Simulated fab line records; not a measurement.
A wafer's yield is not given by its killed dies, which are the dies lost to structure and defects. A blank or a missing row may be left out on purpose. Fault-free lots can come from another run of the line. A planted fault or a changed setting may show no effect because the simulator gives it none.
Which tool did it? -- flow n5 finfet -- 36 wafers from 12 lots sampled at 2 of the route's 1938 steps

## WHAT THE GAUGES SHOWED, per wafer
N5_FIN_SAQP_OVL_MEAS_17.
lot,measured,on,FIN_CORE_OVL (nm)
L075,day 2 05:49,overlay-01,-1.3 -1.5 -0.2
L077,day 2 16:04,overlay-01,-0.5 -0.6 -1.5
L079,day 3 03:47,overlay-02,0.5 0.0 0.1
L081,day 3 17:12,overlay-01,-0.5 -0.7 -0.2
L083,day 4 04:20,overlay-02,0.0 -1.2 -1.2
L085,day 4 15:50,overlay-02,-0.4 2.2 1.6
L087,day 5 05:00,overlay-02,-0.5 -1.1 0.2
L089,day 5 16:12,overlay-01,0.6 1.3 2.0
L091,day 6 03:49,overlay-02,-1.2 -0.5 0.9
L093,day 6 17:12,overlay-01,-1.8 -1.0 -0.2
L095,day 7 04:19,overlay-01,1.4 -0.4 0.1
L097,day 7 15:50,overlay-02,0.0 -0.3 0.2

## WHICH TOOL RAN EACH LOT (tool, then ch and the chambers of the sampled wafers, then the start)
lot,N5_FIN_SAQP_PECVD_06
L075,"pecvd-03 ch 0,1, day 2 05:10"
L077,"pecvd-04 ch 0,1, day 2 15:25"
L079,"pecvd-01 ch 1,2, day 3 03:18"
L081,"pecvd-03 ch 0,1, day 3 16:34"
L083,"pecvd-03 ch 0,1,2, day 4 03:43"
L085,"pecvd-04 ch 0,1,2, day 4 15:13"
L087,"pecvd-03 ch 0,1,2, day 5 04:32"
L089,"pecvd-04 ch 0,1,2, day 5 15:35"
L091,"pecvd-03 ch 1,2, day 6 03:12"
L093,"pecvd-01 ch 0,2, day 6 16:34"
L095,"pecvd-01 ch 0,2, day 7 03:41"
L097,"pecvd-04 ch 0,1, day 7 15:21"
- N5_FIN_SAQP_PECVD_06: deposits a-Si from SiH4/He, target thk 60 nm, time 48.1 s.

## THE ANSWER, worked out from the rows above alone
Rule: what is usual is taken from the lots themselves. The widest of any qualifying gaps counts: lots, ordered by their means at a reading, are off when they make up no more than a third of the lots, leave a main group of 4 or more, and stand apart from it by 3 or more times the standard deviation of that group's means. If all means in a main group match to the digits the tables above print for the reading, that group is not used. Also off: a lot with no number at a reading for which 4 or more lots have one. Where the step has rows for the other lots, those lots are counted as sound.
Across all readings shown, no lot is off: no conclusion can be drawn from this.

## WHAT HAD BEEN PUT IN BY THE SIMULATOR
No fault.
